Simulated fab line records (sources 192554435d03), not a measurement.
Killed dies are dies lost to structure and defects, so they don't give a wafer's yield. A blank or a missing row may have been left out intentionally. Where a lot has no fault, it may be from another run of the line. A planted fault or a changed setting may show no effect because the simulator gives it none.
fab line records -- flow n5-finfet
record lots=7, wafers=39
route steps=1938 shown BEOL_M9@1446 BEOL_M12@1616
start-h: start of the lot's first displayed wafer, in hours after the record's first day -- wait-h: hours elapsed since this lot's preceding step -- " same as the row above -- L1.1+2: a single row standing in for several wafers -- - either no value or no given start -- * or withheld: withheld -- < > ~ a bound
route shown NAME@n: a module of which the file shows steps, and the number in the route of the first -- usual: average and standard deviation across the fault-free wafers -- same: alike in all rows -- chamber/n: place in a boat -- sites: readings site by site -- _std_site: standard deviation across them -- _edge_site: mean of outer sites minus mean of inner sites -- radius-mm: how far each site lies from the wafer's centre -- mask NAME#n: copy n -- behind: the last tool/chamber to shape the wafer -- hold: cause of the lot's hold/its duration in hours/its outcome -- device: the n, p or np transistor that did not switch -- end of line: at the end of the route, the tests of the same wafers -- a step without rows: its recipe alone -- killed: count of dies lost to structure and defects at first sort (not the wafer's yield) -- map: per-die view of a wafer (x killed, . not killed, _ where there is no die)
set.NAME: the run value of the setting; set.NAME@STEP: its run value at that earlier step -- model.NAME: the simulator's own value behind a step, which no gauge read
lots run with intentionally changed settings; tables by step, rows by wafer
## steps
# step N5_BEOL_M9_TRENCH_ETCH_37
# recipe chemistry=C4F6/O2, target-depth-a=1514.3, target=SiCOH_lowk, time-s=49, ion-energy-ev=250, pressure-mtorr=30, source-w=345, bias-w=185, Ar_flow_sccm=300, C4F6_flow_sccm=10, O2_flow_sccm=10
lot.wafer,tool,chamber,start-h,wait-h,set.target-depth-a,model.BEOL_M9.feature-depth-nm,model.etch.depth-nm,model.TiN_of_BEOL_M9_HM_DEP_02.thk-nm
L074.1,rie-diel-04,2,-,-,2180,210.8,210.7,14.2
L074.2,rie-diel-04,3,-,-,2180,212.8,212.7,14.6
L074.3,rie-diel-04,1,-,-,1514.3,141,140.9,16.6
L074.4,rie-diel-04,0,-,-,2180,211.8,211.8,14.8
L074.5,rie-diel-04,0,-,-,1514.3,147.4,147.4,16.2
L074.6,rie-diel-04,1,-,-,1514.3,141.4,141.4,16
L080.1,rie-diel-04,2,-,-,1789,177,176.9,15.4
L080.2,rie-diel-04,0,-,-,1789,176.8,176.8,15.6
L080.3,rie-diel-04,3,-,-,1514.3,149,148.9,15.6
L080.4,rie-diel-04,2,-,-,1514.3,149.2,149.3,16.2
L080.5,rie-diel-04,3,-,-,1514.3,149.4,149.5,16.2
L080.6,rie-diel-04,0,-,-,1789,174.8,174.7,14.8
L086.2,rie-diel-02,1,-,-,1514.3,153.6,153.6,15.8
L086.4,rie-diel-02,3,-,-,1514.3,153.4,153.4,16
L086.6,rie-diel-02,2,-,-,1514.3,155,155,16
L087.1,rie-diel-04,0,-,-,1873,183.2,183.1,15
L087.2,rie-diel-04,3,-,-,1873,188,188.1,14.6
L087.3,rie-diel-04,1,-,-,1514.3,148.8,148.8,16
L087.4,rie-diel-04,2,-,-,1514.3,148.4,148.4,16.4
L087.5,rie-diel-04,1,-,-,1514.3,148.6,148.5,15.6
L087.6,rie-diel-04,0,-,-,1873,183.4,183.3,15.2
L089.1,rie-diel-02,2,-,-,1514.3,155,154.9,15.4
L089.2,rie-diel-02,3,-,-,1514.3,153,152.9,15.6
L089.3,rie-diel-02,0,-,-,1514.3,159.2,159.2,15.2
L089.4,rie-diel-02,1,-,-,1514.3,152.8,152.7,15.2
L089.5,rie-diel-02,0,-,-,1514.3,159.2,159.3,15
L089.6,rie-diel-02,3,-,-,1514.3,153.6,153.5,15.6
L091.1,rie-diel-04,3,-,-,1236,124,124,16.6
L091.2,rie-diel-04,0,-,-,1514.3,149.4,149.5,15.8
L091.3,rie-diel-04,1,-,-,1236,121.2,121.2,16.4
L091.4,rie-diel-04,2,-,-,1514.3,148.4,148.5,15.8
L091.5,rie-diel-04,0,-,-,1236,119.8,119.8,16.8
L091.6,rie-diel-04,3,-,-,1514.3,152.6,152.6,15.8
L096.1,rie-diel-02,3,-,-,1514.3,149.4,149.4,16
L096.2,rie-diel-02,1,-,-,1514.3,157.4,157.4,15.4
L096.3,rie-diel-02,0,-,-,897.3,92.8,92.75,17.8
L096.4,rie-diel-02,2,-,-,897.3,90.2,90.22,17.4
L096.5,rie-diel-02,3,-,-,1514.3,148.8,148.7,16
L096.6,rie-diel-02,0,-,-,897.3,92,91.91,17.4
# step N5_BEOL_M9_ETCH_41
# recipe chemistry=CH3F/O2, target=SiCN, target-depth-a=366, taper-deg=2, time-s=70.1, ion-energy-ev=120, mask-material=TiN, pressure-mtorr=30, source-w=395, bias-w=75, Ar_flow_sccm=150, CH3F_flow_sccm=30, O2_flow_sccm=20
# step N5_BEOL_M9_STRIP_80
# recipe chemistry=N2/H2, time-s=10, power-w=450, temp-c=40, pressure-mtorr=20, rf-frequency-hz=6e+07, bias-power-w=7, n2-flow-sccm=200, h2-flow-sccm=200
# step N5_BEOL_M9_OCD_MEAS_38
# usual trench-depth-nm=152/3.2
lot.wafer,tool,chamber,start-h,wait-h,set.target-depth-a@BEOL_M9_TRENCH_ETCH_37,trench-depth-nm
L074.1,ocd-02,-,210.98,-,2180,211
L074.2,ocd-02,-,210.98,-,2180,213
L074.3,ocd-02,-,210.98,-,1514.3,141
L074.4,ocd-02,-,210.98,-,2180,212
L074.5,ocd-02,-,210.98,-,1514.3,148
L074.6,ocd-02,-,210.98,-,1514.3,141
L080.1,ocd-02,-,253.03,-,1789,177
L080.2,ocd-02,-,253.03,-,1789,177
L080.3,ocd-02,-,253.03,-,1514.3,149
L080.4,ocd-02,-,253.03,-,1514.3,149
L080.5,ocd-02,-,253.03,-,1514.3,150
L080.6,ocd-02,-,253.03,-,1789,174
L086.2,ocd-02,-,300.53,-,1514.3,153
L086.4,ocd-02,-,300.53,-,1514.3,154
L086.6,ocd-02,-,300.53,-,1514.3,155
L087.1,ocd-01,-,302.51,-,1873,183
L087.2,ocd-01,-,302.51,-,1873,188
L087.3,ocd-01,-,302.51,-,1514.3,149
L087.4,ocd-01,-,302.51,-,1514.3,148
L087.5,ocd-01,-,302.51,-,1514.3,149
L087.6,ocd-01,-,302.51,-,1873,184
L089.1,ocd-02,-,302.70,-,1514.3,155
L089.2,ocd-02,-,302.70,-,1514.3,153
L089.3,ocd-02,-,302.70,-,1514.3,159
L089.4,ocd-02,-,302.70,-,1514.3,153
L089.5,ocd-02,-,302.70,-,1514.3,159
L089.6,ocd-02,-,302.70,-,1514.3,153
L091.1,ocd-01,-,334.40,-,1236,124
L091.2,ocd-01,-,334.40,-,1514.3,150
L091.3,ocd-01,-,334.40,-,1236,121
L091.4,ocd-01,-,334.40,-,1514.3,149
L091.5,ocd-01,-,334.40,-,1236,120
L091.6,ocd-01,-,334.40,-,1514.3,153
L096.1,ocd-02,-,363.13,-,1514.3,150
L096.2,ocd-02,-,363.13,-,1514.3,157
L096.3,ocd-02,-,363.13,-,897.3,93
L096.4,ocd-02,-,363.13,-,897.3,90
L096.5,ocd-02,-,363.13,-,1514.3,149
L096.6,ocd-02,-,363.13,-,897.3,92
# step N5_BEOL_M9_HM_STRIP_39
# recipe chemistry=peroxide-tin-strip, material=TiN, target-depth-a=250, temp-c=50, time-s=158
# step N5_BEOL_M9_SRD_40
# recipe time-s=30, temp-c=23, rinse-liquid=diw, dry=ipa-marangoni
# step N5_BEOL_M9_ECD_50
# recipe material=Cu, target-thk-a=3180
# step N5_BEOL_M9_ANNEAL_51
# recipe temp-c=225, time-s=90, ambient=N2
# step N5_BEOL_M9_CMP_52
# recipe stop-on=SiCOH_lowk, t-overpolish-s=7, down-force-psi=1, platen-rpm=50, clearing-platen-down-force-psi=1.5, clearing-platen-rpm=50, post-cmp-clean=cu-alkaline, target-thk-nm=140, clearing-platen-pad-velocity-m-s=0.99484, pad-velocity-m-s=0.99484
lot.wafer,tool,chamber,start-h,wait-h,set.target-depth-a@BEOL_M9_TRENCH_ETCH_37,model.Cu_of_BEOL_M9_ECD_50.thk-nm
L074.3,cmp-03,2,212.83,0.2,1514.3,130
L074.1,cmp-03,3,212.83,0.2,2180,201.4
L074.4+2,cmp-03,"0,1",212.83,0.2,2180,202.8
L074.5,cmp-03,2,212.83,0.2,1514.3,135.4
L074.6,cmp-03,3,212.83,0.2,1514.3,131
L080.2,cmp-02,3,255.11,0.2,1789,164.8
L080.3,cmp-02,0,255.11,0.2,1514.3,139
L080.1,cmp-02,1,255.11,0.2,1789,165.4
L080.4,cmp-02,2,255.11,0.2,1514.3,137.8
L080.6,cmp-02,3,255.11,0.2,1789,163
L080.5,cmp-02,0,255.11,0.2,1514.3,139.2
L086.2,cmp-02,2,303.59,0.2,1514.3,140.4
L086.4+6,cmp-02,"0,2",303.59,0.2,1514.3,143
L087.4,cmp-04,1,304.25,0.1,1514.3,137
L087.1,cmp-04,2,304.25,0.1,1873,172.4
L087.3,cmp-04,3,304.25,0.1,1514.3,137.8
L087.2,cmp-04,0,304.25,0.1,1873,175.6
L087.6,cmp-04,1,304.25,0.1,1873,172
L087.5,cmp-04,2,304.25,0.1,1514.3,138.2
L089.2,cmp-03,2,304.35,0.2,1514.3,141.2
L089.3,cmp-03,3,304.35,0.2,1514.3,148.8
L089.4,cmp-03,0,304.35,0.2,1514.3,143.6
L089.1,cmp-03,1,304.35,0.2,1514.3,144.6
L089.5,cmp-03,2,304.35,0.2,1514.3,148.6
L089.6,cmp-03,3,304.35,0.2,1514.3,144
L091.4,cmp-03,3,336.60,0.1,1514.3,137.2
L091.3,cmp-03,0,336.60,0.1,1236,111.4
L091.2,cmp-03,1,336.60,0.1,1514.3,137.4
L091.1,cmp-03,2,336.60,0.1,1236,111.6
L091.6,cmp-03,3,336.60,0.1,1514.3,140.8
L091.5,cmp-03,0,336.60,0.1,1236,110.4
L096.4,cmp-03,2,366.40,0.1,897.3,78.4
L096.1,cmp-03,3,366.40,0.1,1514.3,139.2
L096.3,cmp-03,0,366.40,0.1,897.3,83.6
L096.2,cmp-03,1,366.40,0.1,1514.3,145.2
L096.5,cmp-03,2,366.40,0.1,1514.3,137
L096.6,cmp-03,3,366.40,0.1,897.3,80
# step N5_BEOL_M9_THK_MEAS_53
# recipe thk-meas-gauge=xrf, reads=Cu_of_BEOL_M9_ECD_50
# usual M9_THK=139/3.2
lot.wafer,tool,chamber,start-h,wait-h,set.target-depth-a@BEOL_M9_TRENCH_ETCH_37,M9_THK[nm]
L074.1,film-metro-01,-,213.12,-,2180,201
L074.2,film-metro-01,-,213.12,-,2180,203
L074.3,film-metro-01,-,213.12,-,1514.3,130
L074.4,film-metro-01,-,213.12,-,2180,203
L074.5,film-metro-01,-,213.12,-,1514.3,136
L074.6,film-metro-01,-,213.12,-,1514.3,131
L080.1,film-metro-01,-,255.41,-,1789,165
L080.2,film-metro-01,-,255.41,-,1789,164
L080.3,film-metro-01,-,255.41,-,1514.3,139
L080.4,film-metro-01,-,255.41,-,1514.3,138
L080.5,film-metro-01,-,255.41,-,1514.3,138
L080.6,film-metro-01,-,255.41,-,1789,162
L086.2,film-metro-01,-,303.88,-,1514.3,139
L086.4,film-metro-01,-,303.88,-,1514.3,141
L086.6,film-metro-01,-,303.88,-,1514.3,141
L087.1,film-metro-01,-,304.55,-,1873,171
L087.2,film-metro-01,-,304.55,-,1873,174
L087.3,film-metro-01,-,304.55,-,1514.3,137
L087.4,film-metro-01,-,304.55,-,1514.3,136
L087.5,film-metro-01,-,304.55,-,1514.3,138
L087.6,film-metro-01,-,304.55,-,1873,171
L089.1,film-metro-02,-,304.65,-,1514.3,141
L089.2,film-metro-02,-,304.65,-,1514.3,138
L089.3,film-metro-02,-,304.65,-,1514.3,146
L089.4,film-metro-02,-,304.65,-,1514.3,140
L089.5,film-metro-02,-,304.65,-,1514.3,146
L089.6,film-metro-02,-,304.65,-,1514.3,141
L091.1,film-metro-01,-,336.90,-,1236,111
L091.2,film-metro-01,-,336.90,-,1514.3,136
L091.3,film-metro-01,-,336.90,-,1236,111
L091.4,film-metro-01,-,336.90,-,1514.3,136
L091.5,film-metro-01,-,336.90,-,1236,110
L091.6,film-metro-01,-,336.90,-,1514.3,140
L096.1,film-metro-02,-,366.70,-,1514.3,138
L096.2,film-metro-02,-,366.70,-,1514.3,145
L096.3,film-metro-02,-,366.70,-,897.3,84
L096.4,film-metro-02,-,366.70,-,897.3,78
L096.5,film-metro-02,-,366.70,-,1514.3,138
L096.6,film-metro-02,-,366.70,-,897.3,80
# step N5_BEOL_M9_PRE_CLEAN_55
# recipe gas=NH3, time-s=15, temp-c=withheld, rf-power-w=300
# step N5_BEOL_M9_DEP_56
# recipe material=SiCN, target-thk-a=150, temp-c=withheld, precursor=3MS/NH3, pressure-torr=3, rf-w=202, time-s=26.5
# step N5_BEOL_M9_RS_MEAS_57
# recipe thk-meas-gauge=four-point-probe, reads=Cu_of_BEOL_M9_ECD_50+Co_of_BEOL_M9_CVD_78+TaN_of_BEOL_M9_ALD_74
# usual M9_RS=0.150/0.0038
lot.wafer,tool,chamber,start-h,wait-h,set.target-depth-a@BEOL_M9_TRENCH_ETCH_37,M9_RS[ohm/sq]
L074.1,film-metro-01,-,213.26,0.1,2180,0.102
L074.2,film-metro-01,-,213.26,0.1,2180,0.101
L074.3,film-metro-01,-,213.26,0.1,1514.3,0.164
L074.4,film-metro-01,-,213.26,0.1,2180,0.101
L074.5,film-metro-01,-,213.26,0.1,1514.3,0.156
L074.6,film-metro-01,-,213.26,0.1,1514.3,0.162
L080.1,film-metro-01,-,255.55,0.1,1789,0.125
L080.2,film-metro-01,-,255.55,0.1,1789,0.125
L080.3,film-metro-01,-,255.55,0.1,1514.3,0.152
L080.4,film-metro-01,-,255.55,0.1,1514.3,0.153
L080.5,film-metro-01,-,255.55,0.1,1514.3,0.152
L080.6,film-metro-01,-,255.55,0.1,1789,0.128
L086.2,film-metro-02,-,304.05,0.1,1514.3,0.150
L086.4,film-metro-02,-,304.05,0.1,1514.3,0.147
L086.6,film-metro-02,-,304.05,0.1,1514.3,0.147
L087.1,film-metro-01,-,304.69,0.1,1873,0.120
L087.2,film-metro-01,-,304.69,0.1,1873,0.118
L087.3,film-metro-01,-,304.69,0.1,1514.3,0.153
L087.4,film-metro-01,-,304.69,0.1,1514.3,0.154
L087.5,film-metro-01,-,304.69,0.1,1514.3,0.153
L087.6,film-metro-01,-,304.69,0.1,1873,0.120
L089.1,film-metro-02,-,304.82,0.1,1514.3,0.146
L089.2,film-metro-02,-,304.82,0.1,1514.3,0.149
L089.3,film-metro-02,-,304.82,0.1,1514.3,0.141
L089.4,film-metro-02,-,304.82,0.1,1514.3,0.147
L089.5,film-metro-02,-,304.82,0.1,1514.3,0.141
L089.6,film-metro-02,-,304.82,0.1,1514.3,0.146
L091.1,film-metro-01,-,337.04,0.1,1236,0.194
L091.2,film-metro-01,-,337.04,0.1,1514.3,0.154
L091.3,film-metro-01,-,337.04,0.1,1236,0.194
L091.4,film-metro-01,-,337.04,0.1,1514.3,0.154
L091.5,film-metro-01,-,337.04,0.1,1236,0.196
L091.6,film-metro-01,-,337.04,0.1,1514.3,0.149
L096.1,film-metro-02,-,366.83,0.1,1514.3,0.152
L096.2,film-metro-02,-,366.83,0.1,1514.3,0.145
L096.3,film-metro-02,-,366.83,0.1,897.3,0.271
L096.4,film-metro-02,-,366.83,0.1,897.3,0.292
L096.5,film-metro-02,-,366.83,0.1,1514.3,0.155
L096.6,film-metro-02,-,366.83,0.1,897.3,0.285
# step N5_BEOL_M12_ETCH_59
# recipe chemistry=N2/H2, target=BARC, target-depth-a=890, overetch-a=267, time-s=67.9, ion-energy-ev=200, pressure-mtorr=30, source-w=840, bias-w=150, n2-flow-sccm=200, h2-flow-sccm=200
lot.wafer,tool,chamber,start-h,wait-h,set.target-depth-a,model.etch.depth-nm,model.coat_of_BEOL_M12_COAT_04.thk-nm
L074.1,rie-diel-01,3,232.23,0.0,890,88.8,318.2
L074.2,rie-diel-01,1,232.23,0.0,376.9,63.65,345
L074.3,rie-diel-01,2,232.23,0.0,376.9,64.51,345.2
L074.4,rie-diel-01,0,232.23,0.0,890,88.75,316.8
L074.5,rie-diel-01,0,232.23,0.0,890,88.49,316.6
L074.6,rie-diel-01,3,232.23,0.0,376.9,62.85,345.8
L080.1,rie-diel-03,1,279.85,0.0,749.4,88.77,323.2
L080.2,rie-diel-03,2,279.85,0.0,890,89.08,316.4
L080.3,rie-diel-03,3,279.85,0.0,890,88.72,322.4
L080.4,rie-diel-03,0,279.85,0.0,749.4,89.14,328
L080.5,rie-diel-03,2,279.85,0.0,749.4,89.16,324.8
L080.6,rie-diel-03,3,279.85,0.0,890,89.01,323.2
L087.1,rie-diel-05,1,327.17,0.0,890,89.29,319
L087.2,rie-diel-05,2,327.17,0.0,1085,89.39,302.2
L087.3,rie-diel-05,3,327.17,0.0,1085,89.29,307.6
L087.4,rie-diel-05,0,327.17,0.0,890,89.56,317.8
L087.5,rie-diel-05,1,327.17,0.0,1085,89.32,308.4
L087.6,rie-diel-05,0,327.17,0.0,890,89.18,316.4
L089.1,rie-diel-03,1,327.38,0.0,890,89.08,315.2
L089.2,rie-diel-03,0,327.38,0.0,540.5,77.13,338.6
L089.3,rie-diel-03,2,327.38,0.0,890,89.21,314.8
L089.4,rie-diel-03,3,327.38,0.0,890,89.14,319.2
L089.5,rie-diel-03,2,327.38,0.0,540.5,83.42,334.4
L089.6,rie-diel-03,3,327.38,0.0,540.5,74.82,340
L086.2,rie-diel-03,1,332.29,0.0,890,88.79,317.2
L086.4,rie-diel-03,3,332.29,0.0,890,88.85,321.8
L086.6,rie-diel-03,3,332.29,0.0,890,88.52,320.8
L091.1,rie-diel-05,3,353.82,0.0,890,89.36,317
L091.2,rie-diel-05,2,353.82,0.0,890,89.1,313.8
L091.3,rie-diel-05,0,353.82,0.0,450.7,70.96,342.6
L091.4,rie-diel-05,1,353.82,0.0,890,89.2,321
L091.5,rie-diel-05,0,353.82,0.0,450.7,71.09,342.6
L091.6,rie-diel-05,3,353.82,0.0,450.7,71.98,343
L096.1,rie-diel-05,3,386.99,0.0,1210,89.37,300.4
L096.2,rie-diel-05,2,386.99,0.0,1210,89.4,294.8
L096.3,rie-diel-05,1,386.99,0.0,1210,89.25,300.8
L096.4,rie-diel-05,0,386.99,0.0,890,89.42,317.2
L096.5,rie-diel-05,2,386.99,0.0,890,89.19,313.8
L096.6,rie-diel-05,3,386.99,0.0,890,89.34,316
# step N5_BEOL_M12_VIA_ETCH_16
# recipe chemistry=C4F8/O2/Ar, target=SiOC, pressure-mtorr=30, source-w=3000, bias-w=700, Ar_flow_sccm=400, C4F8_flow_sccm=15, O2_flow_sccm=8, he-inner-torr=15, he-outer-torr=30, target-depth-a=7248, time-s=withheld, ion-energy-ev=250, ends=cleared
lot.wafer,tool,chamber,start-h,wait-h,set.target-depth-a@BEOL_M12_ETCH_59,model.coat_of_BEOL_M12_COAT_04.thk-nm
L074.1,rie-diel-01,3,232.28,0.0,890,129.6
L074.2,rie-diel-01,1,232.28,0.0,376.9,150.6
L074.3,rie-diel-01,2,232.28,0.0,376.9,153.6
L074.4,rie-diel-01,0,232.28,0.0,890,118.8
L074.5,rie-diel-01,0,232.28,0.0,890,117.6
L074.6,rie-diel-01,3,232.28,0.0,376.9,155.4
L080.1,rie-diel-03,1,279.91,0.0,749.4,129.2
L080.2+6,rie-diel-03,"2,3",279.91,0.0,890,126.6
L080.3,rie-diel-03,3,279.91,0.0,890,131
L080.4,rie-diel-03,0,279.91,0.0,749.4,133.4
L080.5,rie-diel-03,2,279.91,0.0,749.4,130.4
L087.1,rie-diel-05,1,327.22,0.0,890,128.2
L087.2,rie-diel-05,2,327.22,0.0,1085,107.8
L087.3,rie-diel-05,3,327.22,0.0,1085,112.8
L087.4,rie-diel-05,0,327.22,0.0,890,123.4
L087.5,rie-diel-05,1,327.22,0.0,1085,110
L087.6,rie-diel-05,0,327.22,0.0,890,120
L089.1+4,rie-diel-03,"1,3",327.43,0.0,890,125
L089.2,rie-diel-03,0,327.43,0.0,540.5,150.4
L089.3,rie-diel-03,2,327.43,0.0,890,124.4
L089.5,rie-diel-03,2,327.43,0.0,540.5,142
L089.6,rie-diel-03,3,327.43,0.0,540.5,148.4
L086.2,rie-diel-03,1,332.34,0.0,890,125.4
L086.4,rie-diel-03,3,332.34,0.0,890,122.8
L086.6,rie-diel-03,3,332.34,0.0,890,124.8
L091.1,rie-diel-05,3,353.87,0.0,890,124.2
L091.2,rie-diel-05,2,353.87,0.0,890,121
L091.3,rie-diel-05,0,353.87,0.0,450.7,151.6
L091.4,rie-diel-05,1,353.87,0.0,890,125.4
L091.5,rie-diel-05,0,353.87,0.0,450.7,146.8
L091.6,rie-diel-05,3,353.87,0.0,450.7,148.2
L096.1,rie-diel-05,3,387.04,0.0,1210,106.4
L096.2,rie-diel-05,2,387.04,0.0,1210,102.8
L096.3,rie-diel-05,1,387.04,0.0,1210,102.2
L096.4,rie-diel-05,0,387.04,0.0,890,122
L096.5,rie-diel-05,2,387.04,0.0,890,117.4
L096.6,rie-diel-05,3,387.04,0.0,890,119.6
# step N5_BEOL_M12_STRIP_63
# recipe chemistry=N2/H2, power-w=1000, temp-c=250, h2-frac=0.65, overash-fraction=0.3, pressure-mtorr=1000, n2-flow-sccm=1750, h2-flow-sccm=3250
# usual strip-time-to-endpoint-s=42.7/1
lot.wafer,tool,chamber,start-h,wait-h,set.target-depth-a@BEOL_M12_ETCH_59,strip-time-to-endpoint-s
L074.1,plasma-asher-02,1,232.48,-,890,44.3
L074.2,plasma-asher-02,0,232.48,-,376.9,49.8
L074.3,plasma-asher-02,0,232.48,-,376.9,50.6
L074.4,plasma-asher-02,1,232.48,-,890,41.3
L074.5,plasma-asher-02,0,232.48,-,890,41.0
L074.6,plasma-asher-02,1,232.48,-,376.9,51.1
L080.1,plasma-asher-02,1,280.10,-,749.4,44.2
L080.2,plasma-asher-02,0,280.10,-,890,43.5
L080.3,plasma-asher-02,0,280.10,-,890,44.6
L080.4,plasma-asher-02,1,280.10,-,749.4,45.3
L080.5,plasma-asher-02,0,280.10,-,749.4,44.5
L080.6,plasma-asher-02,1,280.10,-,890,43.5
L087.1,plasma-asher-01,0,327.42,-,890,43.9
L087.2,plasma-asher-01,1,327.42,-,1085,38.4
L087.3,plasma-asher-01,0,327.42,-,1085,39.7
L087.4,plasma-asher-01,1,327.42,-,890,42.6
L087.5,plasma-asher-01,1,327.42,-,1085,39.0
L087.6,plasma-asher-01,0,327.42,-,890,41.7
L089.1,plasma-asher-02,1,327.63,-,890,43.0
L089.2,plasma-asher-02,0,327.63,-,540.5,49.8
L089.3,plasma-asher-02,1,327.63,-,890,42.9
L089.4,plasma-asher-02,0,327.63,-,890,43.0
L089.5,plasma-asher-02,0,327.63,-,540.5,47.6
L089.6,plasma-asher-02,1,327.63,-,540.5,49.3
L086.2,plasma-asher-01,1,332.54,-,890,43.1
L086.4,plasma-asher-01,1,332.54,-,890,42.4
L086.6,plasma-asher-01,1,332.54,-,890,43.0
L091.1,plasma-asher-01,1,354.07,-,890,42.8
L091.2,plasma-asher-01,0,354.07,-,890,42.0
L091.3,plasma-asher-01,1,354.07,-,450.7,50.1
L091.4,plasma-asher-01,0,354.07,-,890,43.2
L091.5,plasma-asher-01,1,354.07,-,450.7,48.8
L091.6,plasma-asher-01,0,354.07,-,450.7,49.2
L096.1,plasma-asher-02,1,387.24,-,1210,38.0
L096.2,plasma-asher-02,0,387.24,-,1210,36.9
L096.3,plasma-asher-02,1,387.24,-,1210,36.8
L096.4,plasma-asher-02,0,387.24,-,890,42.2
L096.5,plasma-asher-02,1,387.24,-,890,41.0
L096.6,plasma-asher-02,0,387.24,-,890,41.6
## key
split step=N5_BEOL_M9_TRENCH_ETCH_37, setting=target-depth-a, stated=1514.3, by=wafer
response step=N5_BEOL_M9_TRENCH_ETCH_37, reading=model.BEOL_M9.feature-depth-nm, change=+1.52, per=1%, r=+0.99
response step=N5_BEOL_M9_TRENCH_ETCH_37, reading=model.etch.depth-nm, change=+1.52, per=1%, r=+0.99
response step=N5_BEOL_M9_TRENCH_ETCH_37, reading=model.TiN_of_BEOL_M9_HM_DEP_02.thk-nm, change=-0.0415, per=1%, r=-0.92
response step=N5_BEOL_M9_OCD_MEAS_38, reading=trench-depth-nm, change=+1.52, per=1%, r=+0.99
response step=N5_BEOL_M9_CMP_52, reading=model.Cu_of_BEOL_M9_ECD_50.thk-nm, change=+1.52, per=1%, r=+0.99
response step=N5_BEOL_M9_THK_MEAS_53, reading=M9_THK, change=+1.52, per=1%, r=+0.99
response step=N5_BEOL_M9_RS_MEAS_57, reading=M9_RS, change=-0.00208, per=1%, r=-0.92
split step=N5_BEOL_M12_ETCH_59, setting=target-depth-a, stated=890, by=wafer
response step=N5_BEOL_M12_ETCH_59, reading=model.etch.depth-nm, shape=bent, at-lowest=63.67, at-stated=89.05, at-highest=89.34
response step=N5_BEOL_M12_ETCH_59, reading=model.coat_of_BEOL_M12_COAT_04.thk-nm, change=-0.499, per=1%, r=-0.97
response step=N5_BEOL_M12_VIA_ETCH_16, reading=model.coat_of_BEOL_M12_COAT_04.thk-nm, change=-0.518, per=1%, r=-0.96
response step=N5_BEOL_M12_STRIP_63, reading=strip-time-to-endpoint-s, change=*, per=1%, r=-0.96
